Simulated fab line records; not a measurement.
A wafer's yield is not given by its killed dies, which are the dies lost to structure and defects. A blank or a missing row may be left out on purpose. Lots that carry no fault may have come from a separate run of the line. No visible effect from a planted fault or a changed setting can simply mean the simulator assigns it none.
Lot-split experiment + flow n5 finfet + 21 wafers read across 7 lots, on a route 1938 steps long

SPLIT DETAILS
At N5_BEOL_M4_ILD_DEP_00 (deposits SiOC from DEMS/O2, target thk 79 nm, time 15.3 s), the setting time s was moved away from the recipe's 15.3 s on 6 of the 21 wafers read, by -13.5% to +7.2%. All remaining wafers had this setting at the recipe value.

No step appears in the file between the split and the reading.

THE READING
Values of M4_ILD_THK in nm from N5_BEOL_M4_THK_MEAS_01. Typical for fault-free wafers on this fab line: 78.7 nm, with standard deviation 0.97 nm.

| wafer  | tool, chamber at the split | time s as run, s | against the recipe | M4_ILD_THK, nm | against lot-mates on the recipe |
|--------|----------------------------|------------------|--------------------|----------------|---------------------------------|
| L076.1 | pecvd-04, 2                | 13.89            | -9.2%              | 69.9           | -9.4                            |
| L076.3 | pecvd-04, 0                | 13.89            | -9.2%              | 71.8           | -7.5                            |
| L076.6 | pecvd-04, 2                | 15.3             | recipe             | 79.3           | -                               |
| L077.1 | pecvd-04, 1                | 15.3             | recipe             | 77.3           | -                               |
| L077.2 | pecvd-04, 2                | 15.3             | recipe             | 77.9           | -                               |
| L077.6 | pecvd-04, 0                | 15.3             | recipe             | 80.2           | -                               |
| L081.1 | pecvd-03, 1                | 15.3             | recipe             | 77.9           | -                               |
| L081.2 | pecvd-03, 0                | 15.3             | recipe             | 77.5           | -                               |
| L081.3 | pecvd-03, 1                | 15.3             | recipe             | 78.5           | -                               |
| L084.2 | pecvd-04, 1                | 15.3             | recipe             | 77.4           | -                               |
| L084.4 | pecvd-04, 1                | 15.3             | recipe             | 80.1           | -                               |
| L084.6 | pecvd-04, 0                | 13.23            | -13.5%             | 69.0           | -9.8                            |
| L085.1 | pecvd-03, 0                | 15.3             | recipe             | 78.9           | -                               |
| L085.2 | pecvd-03, 2                | 15.3             | recipe             | 78.7           | -                               |
| L085.5 | pecvd-03, 0                | 13.84            | -9.5%              | 73.6           | -5.2                            |
| L088.1 | pecvd-02, 0                | 16.4             | +7.2%              | 84.2           | +4.3                            |
| L088.5 | pecvd-02, 1                | 16.4             | +7.2%              | 83.7           | +3.8                            |
| L088.6 | pecvd-02, 0                | 15.3             | recipe             | 79.9           | -                               |
| L094.1 | pecvd-02, 1                | 15.3             | recipe             | 77.6           | -                               |
| L094.3 | pecvd-02, 0                | 15.3             | recipe             | 79.9           | -                               |
| L094.6 | pecvd-02, 1                | 15.3             | recipe             | 79.6           | -                               |

THE FIT
A straight line over all 21 wafers: M4_ILD_THK changes by +0.731 nm for each +1% of time s; r = +0.96; the points scatter about the line by 1.1 nm.
The same after taking each lot's own level away (the mean of its wafers on the recipe; 21 wafers): +0.712 nm for each +1%; r = +0.96; scatter 1.1 nm.
That fit puts the effect of the largest move of time s on the reading at 9.6 nm.
Across the lots, their own levels run from 77.97 to 79.90 nm, a range of 2.0 times the standard deviation given above.
Hence the lot-to-lot level has little effect on the slope; both slopes agree.
Check: for one of the wafers moved furthest among these (-13.5%), held out of the fit, the line's prediction against its lot-mates is -9.9 nm. Against them it came out at -9.75 nm.

THESE WAFERS: OTHER SPLITS
These wafers also went through other splits before the reading. Each is held against what the fit with the lots' levels taken away leaves over:
| other split on the same wafers | wafers away from the commonest value | r with M4_ILD_THK (lot level and that fit taken away) |
|--------------------------------|--------------------------------------|-------------------------------------------------------|
| N5_BEOL_M2_COAT_22 spin rpm    | 9                                    | +0.03                                                 |
| N5_BEOL_M2_ETCH_69 bias w      | 8                                    | -0.15                                                 |
| N5_BEOL_M3_ETCH_64 bias w      | 6                                    | +0.07                                                 |
| N5_BEOL_M3_COAT_76 spin rpm    | 8                                    | +0.00                                                 |

THE WHOLE CHAIN: every reading that the file lists as answering this split, in the file's order
| step                   | what it does                                              | reading                                                                            | change (the file's fit)               | r (the file's) |
|------------------------|-----------------------------------------------------------|------------------------------------------------------------------------------------|---------------------------------------|----------------|
| N5_BEOL_M4_ILD_DEP_00  | deposits SiOC from DEMS/O2, target thk 79 nm, time 15.3 s | SiOC_of_BEOL_M4_ILD_DEP_00.thk nm (the simulator's own value, which no gauge read) | +0.702 nm for each +1% of the setting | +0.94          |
| N5_BEOL_M4_THK_MEAS_01 |                                                           | M4_ILD_THK                                                                         | +0.702 for each +1% of the setting    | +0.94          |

THE FILE'S OWN FIT
M4_ILD_THK changes by +0.702 nm for each +1% of time s, r = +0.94.
